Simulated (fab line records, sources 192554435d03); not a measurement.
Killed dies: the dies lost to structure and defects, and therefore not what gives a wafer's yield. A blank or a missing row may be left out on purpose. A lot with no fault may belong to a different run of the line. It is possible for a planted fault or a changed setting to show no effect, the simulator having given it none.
Split-lot study :: flow n5-finfet :: 39 wafers read across 7 lots, on a route 1938 steps long

== THE SPLIT ITSELF ==
At N5_FIN_SAQP_PECVD_06 (deposits a-Si from SiH4/He, target thk 60 nm, time 48.1 s), the setting time-s was moved away from the recipe's 48.1 s on 15 of the 39 wafers read, by -58.4% to +46.4%. For the rest of the wafers, this setting stayed at what the recipe calls for.

== FROM THE SPLIT TO THE READING: what the file shows between them, 5 steps ==
- N5_FIN_SAQP_THK_MEAS_07
- N5_FIN_SAQP_HM_DEP_72: deposits SiO2 from SiH4/N2O, target thk 12 nm, time 7.2 s
- N5_FIN_SAQP_COAT_49: time 60 s, resist thk 100 nm
- N5_FIN_SAQP_HM_OPEN_73: chemistry CHF3/O2, target SiO2, stops on a-Si, target depth 12 nm, time 16.8 s
- N5_FIN_SAQP_STRIP_74: strips in CHF3/O2

== THE READING ==
oes-product-au, in a.u., at N5_FIN_SAQP_MANDREL_ETCH_22 (etches a-Si in HBr/Cl2, stops on SiNx, target depth 60 nm, bt time 10 s, time 30 s). Typical for fault-free wafers on this fab line: 0.774 a.u., with standard deviation 0.014 a.u.

wafer: L074.1
tool, chamber at the split: pecvd-01, 2
time-s as run, s: 20.81
against the recipe: -56.7%
oes-product-au, a.u.: 0.510
against lot-mates on the recipe: -0.267

wafer: L074.2
tool, chamber at the split: pecvd-01, 1
time-s as run, s: 48.1
against the recipe: recipe
oes-product-au, a.u.: 0.763
against lot-mates on the recipe: -

wafer: L074.3
tool, chamber at the split: pecvd-01, 0
time-s as run, s: 20.81
against the recipe: -56.7%
oes-product-au, a.u.: 0.493
against lot-mates on the recipe: -0.284

wafer: L074.4
tool, chamber at the split: pecvd-01, 1
time-s as run, s: 48.1
against the recipe: recipe
oes-product-au, a.u.: 0.778
against lot-mates on the recipe: -

wafer: L074.5
tool, chamber at the split: pecvd-01, 0
time-s as run, s: 20.81
against the recipe: -56.7%
oes-product-au, a.u.: 0.511
against lot-mates on the recipe: -0.266

wafer: L074.6
tool, chamber at the split: pecvd-01, 2
time-s as run, s: 48.1
against the recipe: recipe
oes-product-au, a.u.: 0.791
against lot-mates on the recipe: -

wafer: L078.1
tool, chamber at the split: pecvd-04, 2
time-s as run, s: 48.1
against the recipe: recipe
oes-product-au, a.u.: 0.783
against lot-mates on the recipe: -

wafer: L078.2
tool, chamber at the split: pecvd-04, 0
time-s as run, s: 29.86
against the recipe: -37.9%
oes-product-au, a.u.: 0.605
against lot-mates on the recipe: -0.181

wafer: L078.3
tool, chamber at the split: pecvd-04, 1
time-s as run, s: 48.1
against the recipe: recipe
oes-product-au, a.u.: 0.782
against lot-mates on the recipe: -

wafer: L078.4
tool, chamber at the split: pecvd-04, 1
time-s as run, s: 48.1
against the recipe: recipe
oes-product-au, a.u.: 0.794
against lot-mates on the recipe: -

wafer: L078.5
tool, chamber at the split: pecvd-04, 0
time-s as run, s: 29.86
against the recipe: -37.9%
oes-product-au, a.u.: 0.616
against lot-mates on the recipe: -0.170

wafer: L078.6
tool, chamber at the split: pecvd-04, 2
time-s as run, s: 29.86
against the recipe: -37.9%
oes-product-au, a.u.: 0.601
against lot-mates on the recipe: -0.185

wafer: L080.1
tool, chamber at the split: pecvd-02, 2
time-s as run, s: 19.99
against the recipe: -58.4%
oes-product-au, a.u.: 0.510
against lot-mates on the recipe: -0.281

wafer: L080.2
tool, chamber at the split: pecvd-02, 0
time-s as run, s: 19.99
against the recipe: -58.4%
oes-product-au, a.u.: 0.499
against lot-mates on the recipe: -0.292

wafer: L080.3
tool, chamber at the split: pecvd-02, 1
time-s as run, s: 48.1
against the recipe: recipe
oes-product-au, a.u.: 0.786
against lot-mates on the recipe: -

wafer: L080.4
tool, chamber at the split: pecvd-02, 0
time-s as run, s: 48.1
against the recipe: recipe
oes-product-au, a.u.: 0.781
against lot-mates on the recipe: -

wafer: L080.5
tool, chamber at the split: pecvd-02, 2
time-s as run, s: 19.99
against the recipe: -58.4%
oes-product-au, a.u.: 0.510
against lot-mates on the recipe: -0.281

wafer: L080.6
tool, chamber at the split: pecvd-02, 1
time-s as run, s: 48.1
against the recipe: recipe
oes-product-au, a.u.: 0.806
against lot-mates on the recipe: -

wafer: L081.2
tool, chamber at the split: pecvd-04, 2
time-s as run, s: 48.1
against the recipe: recipe
oes-product-au, a.u.: 0.770
against lot-mates on the recipe: -

wafer: L081.5
tool, chamber at the split: pecvd-04, 0
time-s as run, s: 48.1
against the recipe: recipe
oes-product-au, a.u.: 0.800
against lot-mates on the recipe: -

wafer: L081.6
tool, chamber at the split: pecvd-04, 1
time-s as run, s: 48.1
against the recipe: recipe
oes-product-au, a.u.: 0.780
against lot-mates on the recipe: -

wafer: L084.1
tool, chamber at the split: pecvd-02, 2
time-s as run, s: 48.1
against the recipe: recipe
oes-product-au, a.u.: 0.759
against lot-mates on the recipe: -

wafer: L084.2
tool, chamber at the split: pecvd-02, 0
time-s as run, s: 48.1
against the recipe: recipe
oes-product-au, a.u.: 0.743
against lot-mates on the recipe: -

wafer: L084.3
tool, chamber at the split: pecvd-02, 1
time-s as run, s: 48.1
against the recipe: recipe
oes-product-au, a.u.: 0.763
against lot-mates on the recipe: -

wafer: L084.4
tool, chamber at the split: pecvd-02, 2
time-s as run, s: 48.1
against the recipe: recipe
oes-product-au, a.u.: 0.781
against lot-mates on the recipe: -

wafer: L084.5
tool, chamber at the split: pecvd-02, 1
time-s as run, s: 48.1
against the recipe: recipe
oes-product-au, a.u.: 0.786
against lot-mates on the recipe: -

wafer: L084.6
tool, chamber at the split: pecvd-02, 0
time-s as run, s: 48.1
against the recipe: recipe
oes-product-au, a.u.: 0.764
against lot-mates on the recipe: -

wafer: L088.1
tool, chamber at the split: pecvd-02, 2
time-s as run, s: 70.43
against the recipe: +46.4%
oes-product-au, a.u.: 0.991
against lot-mates on the recipe: +0.221

wafer: L088.2
tool, chamber at the split: pecvd-02, 1
time-s as run, s: 70.43
against the recipe: +46.4%
oes-product-au, a.u.: 0.959
against lot-mates on the recipe: +0.189

wafer: L088.3
tool, chamber at the split: pecvd-02, 0
time-s as run, s: 48.1
against the recipe: recipe
oes-product-au, a.u.: 0.757
against lot-mates on the recipe: -

wafer: L088.4
tool, chamber at the split: pecvd-02, 2
time-s as run, s: 48.1
against the recipe: recipe
oes-product-au, a.u.: 0.781
against lot-mates on the recipe: -

wafer: L088.5
tool, chamber at the split: pecvd-02, 1
time-s as run, s: 48.1
against the recipe: recipe
oes-product-au, a.u.: 0.771
against lot-mates on the recipe: -

wafer: L088.6
tool, chamber at the split: pecvd-02, 0
time-s as run, s: 70.43
against the recipe: +46.4%
oes-product-au, a.u.: 1.005
against lot-mates on the recipe: +0.235

wafer: L090.1
tool, chamber at the split: pecvd-04, 1
time-s as run, s: 61.54
against the recipe: +27.9%
oes-product-au, a.u.: 0.888
against lot-mates on the recipe: +0.109

wafer: L090.2
tool, chamber at the split: pecvd-04, 0
time-s as run, s: 48.1
against the recipe: recipe
oes-product-au, a.u.: 0.777
against lot-mates on the recipe: -

wafer: L090.3
tool, chamber at the split: pecvd-04, 2
time-s as run, s: 61.54
against the recipe: +27.9%
oes-product-au, a.u.: 0.900
against lot-mates on the recipe: +0.121

wafer: L090.4
tool, chamber at the split: pecvd-04, 0
time-s as run, s: 48.1
against the recipe: recipe
oes-product-au, a.u.: 0.782
against lot-mates on the recipe: -

wafer: L090.5
tool, chamber at the split: pecvd-04, 1
time-s as run, s: 61.54
against the recipe: +27.9%
oes-product-au, a.u.: 0.915
against lot-mates on the recipe: +0.136

wafer: L090.6
tool, chamber at the split: pecvd-04, 2
time-s as run, s: 48.1
against the recipe: recipe
oes-product-au, a.u.: 0.777
against lot-mates on the recipe: -

FIT RESULTS
A straight line over all 39 wafers: oes-product-au changes by +0.00461 a.u. for each +1% of time-s; r = +0.99; the points scatter about the line by 0.014 a.u.
The same after taking each lot's own level away (the mean of its wafers on the recipe; 39 wafers): +0.00474 a.u. for each +1%; r = +1.00; scatter 0.012 a.u.
That fit puts the effect of the largest move of time-s on the reading at 0.28 a.u.
The lots' own levels span 0.7660 to 0.7910 a.u., that is 1.8 times the standard deviation above.
Consequently the slope shifts little with the lot-to-lot level, the two slopes agreeing.
Check: with one of the wafers moved furthest among these (-58.4%) left out of the fit, the line predicts -0.279 a.u. for it against its lot-mates. Against them it came out at -0.281 a.u.

== THE OTHER SPLITS THESE WAFERS WENT THROUGH ==
These wafers also went through other splits before the reading. Each is held against what the fit with the lots' levels taken away leaves over:
other split on the same wafers: N5_ZERO_LAYER_PECVD_02 time-s
wafers away from the commonest value: 18
r with oes-product-au (lot level and that fit taken away): -0.21

== THE WHOLE CHAIN: every reading that the file lists as answering this split, in the file's order ==
step: N5_FIN_SAQP_PECVD_06
what it does: deposits a-Si from SiH4/He, target thk 60 nm, time 48.1 s
reading: a-Si_of_FIN_SAQP_PECVD_06.thk-nm (the simulator's own value, which no gauge read)
change (the file's fit): +0.608 nm for each +1% of the setting
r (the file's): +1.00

step: N5_FIN_SAQP_THK_MEAS_07
what it does: 
reading: thk-nm
change (the file's fit): withheld for each +1% of the setting
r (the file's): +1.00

step: N5_FIN_SAQP_MANDREL_ETCH_22
what it does: etches a-Si in HBr/Cl2, stops on SiNx, target depth 60 nm, bt time 10 s, time 30 s
reading: oes-product-au
change (the file's fit): +0.00475 a.u. for each +1% of the setting
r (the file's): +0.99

step: N5_FIN_SAQP_MANDREL_ETCH_22
what it does: etches a-Si in HBr/Cl2, stops on SiNx, target depth 60 nm, bt time 10 s, time 30 s
reading: etch.depth-nm (the simulator's own value, which no gauge read)
change (the file's fit): +0.608 nm for each +1% of the setting
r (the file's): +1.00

== FILE'S OWN FIT ==
oes-product-au changes by +0.00475 a.u. for each +1% of time-s, r = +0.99.
